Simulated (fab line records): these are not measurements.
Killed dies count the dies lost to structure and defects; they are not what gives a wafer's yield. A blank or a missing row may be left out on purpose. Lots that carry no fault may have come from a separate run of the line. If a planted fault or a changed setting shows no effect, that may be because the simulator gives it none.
Chamber matching -- flow n5Finfet -- N5_BEOL_M6_ALD_77 on aldMetal-04: 4 sister chambers
The step deposits TaN, target thk 2 nm, pulse time 2 s, purge time 3 s. 16 wafers are shown with their chamber, then 8 later ones without.

WAFERS PAIRED WITH THEIR CHAMBERS
wafer,chamber,heaterPowerW (W)
L083.2,3,445
L083.5,0,441
L083.6,3,452
L085.2,2,363
L085.4,1,403
L085.5,0,435
L086.1,2,367
L086.2,3,443
L086.6,1,413
L088.1,0,442
L088.4,1,414
L088.5,2,362
L092.2,3,447
L092.4,1,413
L092.5,1,407
L096.1,2,368

SIGNATURES, as means of the wafers listed above
reading,chamber 0,chamber 1,chamber 2,chamber 3,scatter within a chamber
heaterPowerW,439.33,410.00,365.00,446.75,3.99
Rule: a wafer's distance from a chamber is the root of the sum, over the readings, of the square of ((its reading less the chamber's mean) divided by the reading's scatter). The wafer belongs to the nearest chamber; if the next one is less than 2 further off, it can't be placed. The scatter is the square root of a quotient: the sum, over the shown wafers, of each reading's squared deviation from its chamber's mean, divided by wafers minus chambers.

WAFERS MISSING THEIR CHAMBER
wafer,heaterPowerW (W)
L096.4,461
L096.5,407
L095.3,458
L095.5,446
L095.6,457
L097.3,451
L097.4,441
L097.5,443

THE CHAMBER EACH PASSED THROUGH
wafer,from the rows above,in truth
L096.4,can't be placed: 3 or 0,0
L096.5,1,1
L095.3,can't be placed: 3 or 0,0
L095.5,can't be placed: 3 or 0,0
L095.6,can't be placed: 3 or 0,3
L097.3,can't be placed: 3 or 0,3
L097.4,can't be placed: 0 or 3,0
L097.5,can't be placed: 0 or 3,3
Placed correctly: 1 of 8. Not placeable from these rows: 7 (in 7, the candidates include the true chamber). Number placed wrongly: 0.
